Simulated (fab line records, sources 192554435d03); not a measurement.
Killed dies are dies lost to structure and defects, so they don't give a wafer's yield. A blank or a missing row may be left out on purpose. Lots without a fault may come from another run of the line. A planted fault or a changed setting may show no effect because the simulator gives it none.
A struck lot beside a sound one | flow n5_finfet | 15 steps out of a route of 1938
Sound: wafers L710.1, L710.4, L710.6. Struck: wafer L731.5. (L731.1, L731.3 of the same lot were not struck and are left out.) The cause comes at the end.
At each step with rows: each side's tool, then ch and its chambers, then its first start. Under that, the readings that differ: sound wafers | struck wafers | difference of the means | sigmas: that difference in standard deviations of wafers without a fault.
alike: readings whose means differ by less than 2 such deviations, and words and numbers that are the same on both sides. not compared: withheld readings, readings that some wafer has no value for, bounds like >300 that may hide the same value, and numbers for which the record gives no deviation and whose values overlap.
The two part at a step that has a row with sigmas, a row that says differs or no value, or rows on one side only. Numbers that don't overlap but have no deviation are shown without sigmas and don't part them. A reading that every wafer of one side lacks parts them only if that side has two wafers or more.

first, 3 steps without rows for these wafers: N5_FIN_SAQP_EXPOSE_13 (exposes mask FIN CORE, target cd 35.6 nm); N5_FIN_SAQP_PEB_14 (peb time 60 s); N5_FIN_SAQP_DEVELOP_15 (develop time 30 s).
N5_FIN_SAQP_CD_MEAS_16: target cd 35.6 nm.
  sound on cd_sem-01 ch 0, day 2 03:10; struck on cd_sem-03 ch 0, day 7 09:37
  alike: cd_nm
N5_FIN_SAQP_OVL_MEAS_17:
  sound on overlay-02 ch 0, day 2 03:13; struck on overlay-02 ch 0, day 7 09:40
  alike: FIN_CORE_OVL
N5_FIN_SAQP_INSPECT_18: inspects for defects (brightfield).
  sound on defect_inspect-01, day 2 03:14; struck on defect_inspect-02, day 7 09:41
  alike: raw_defect_count
N5_FIN_SAQP_DESCUM_21: chemistry O2, time 7.9 s.
  sound on rie_diel-01 ch 0,1, day 2 03:26; struck on rie_diel-02 ch 0, day 7 09:43
  alike: drypump_motor_current_A, oes_product_au, rf_fwd_power_W, rf_vpp_V, showerhead_plenum_p_Torr, throttle_valve_pct
  not compared: rf_hours_counter_h
N5_FIN_SAQP_ETCH_51: etches SiARC in CF4, target depth 45.5 nm, time 75.8 s.
  sound on rie_diel-01 ch 0,1, day 2 03:28; struck on rie_diel-02 ch 0, day 7 09:46
  reading            | sound             | struck | difference | sigmas
  rf_fwd_power_W (W) | 539.5 532.2 539.7 | 542.1  | +5.0       | +2
  alike: drypump_motor_current_A, etch_rf_on_time_s, oes_product_au, rf_vpp_V, showerhead_plenum_p_Torr, throttle_valve_pct
  not compared: rf_hours_counter_h
N5_FIN_SAQP_ETCH_52: etches SOC in N2/H2, target depth 100 nm, overetch 20 nm, time 150 s.
  sound on rie_diel-01 ch 0,1, day 2 03:31; struck on rie_diel-02 ch 0, day 7 09:49
  alike: drypump_motor_current_A, oes_product_au, rf_fwd_power_W, rf_vpp_V, showerhead_plenum_p_Torr, throttle_valve_pct
  not compared: rf_hours_counter_h
then, 1 step without rows for these wafers: N5_FIN_SAQP_STRIP_53 (strips in N2/H2).
N5_FIN_SAQP_HM_OPEN_73: chemistry CHF3/O2, target SiO2, stops on a-Si, target depth 12 nm, time 16.8 s.
  sound on rie_diel-01 ch 0,1, day 2 03:38; struck on rie_diel-02 ch 0, day 7 09:55
  reading            | sound             | struck | difference | sigmas
  rf_fwd_power_W (W) | 645.2 639.7 644.3 | 648.3  | +5.2       | +2
  alike: O2_flow_sccm, drypump_motor_current_A, oes_product_au, rf_vpp_V, showerhead_plenum_p_Torr, throttle_valve_pct
  not compared: rf_hours_counter_h
then, 1 step without rows for these wafers: N5_FIN_SAQP_STRIP_74 (strips in CHF3/O2).
N5_FIN_SAQP_MANDREL_ETCH_22: etches a-Si in HBr/Cl2, stops on SiNx, target depth 60 nm, bt time 10 s, time 30 s.
  sound on rie_si-03 ch 0,1,3, day 2 03:43; struck on rie_si-03 ch 2, day 7 10:00
  reading                                   | sound             | struck | difference | sigmas
  over_etch_frac                            | 0.5 0.5 0.5       | 0.4524 | -0.0476    |
  rf_fwd_power_W (W)                        | 799.7 800.3 801.8 | 794.9  | -5.7       | -2
  model.SOC_of_FIN_SAQP_COAT_49.thk_nm (nm) | 76.02 76.23 76.05 | 77.25  | +1.15      |
  alike: HBr_flow_sccm, drypump_motor_current_A, mfc_cl2_sccm, oes_product_au, throttle_valve_pct
  not compared: rf_hours_counter_h
N5_FIN_SAQP_STRIP_55: strips in N2/H2.
  sound on rie_diel-01 ch 0,1,2, day 2 03:53; struck on rie_diel-05 ch 1, day 7 10:11
  alike: drypump_motor_current_A, oes_product_au, rf_vpp_V, showerhead_plenum_p_Torr, throttle_valve_pct
  not compared: rf_hours_counter_h
-- the record jumps here: 7 days lie between the struck wafers' starts before and after (it left off in module FIN_SAQP and takes up again in module BEOL_M4, whose first step shown is number 1111 of the route) --
N5_BEOL_M4_RC_MEAS_101:
  sound on prober-02 ch 0, day 8 17:39; struck on prober-01 ch 0, day 14 04:18
  reading       | sound          | struck | difference | sigmas
  ION_P (uA/um) | 465 455 449    | 477    | +21        | +3
  SS_P (mV/dec) | 75.0 73.4 73.7 | 72.5   | -1.5       | -2
  alike: DIBL_N, DIBL_P, IOFF_N, IOFF_P, ION_N, SS_N, VT_N, VT_P

WHERE THEY PART
First at N5_FIN_SAQP_ETCH_51; last, within this record, at N5_BEOL_M4_RC_MEAS_101.

WHY: what the simulator had put in
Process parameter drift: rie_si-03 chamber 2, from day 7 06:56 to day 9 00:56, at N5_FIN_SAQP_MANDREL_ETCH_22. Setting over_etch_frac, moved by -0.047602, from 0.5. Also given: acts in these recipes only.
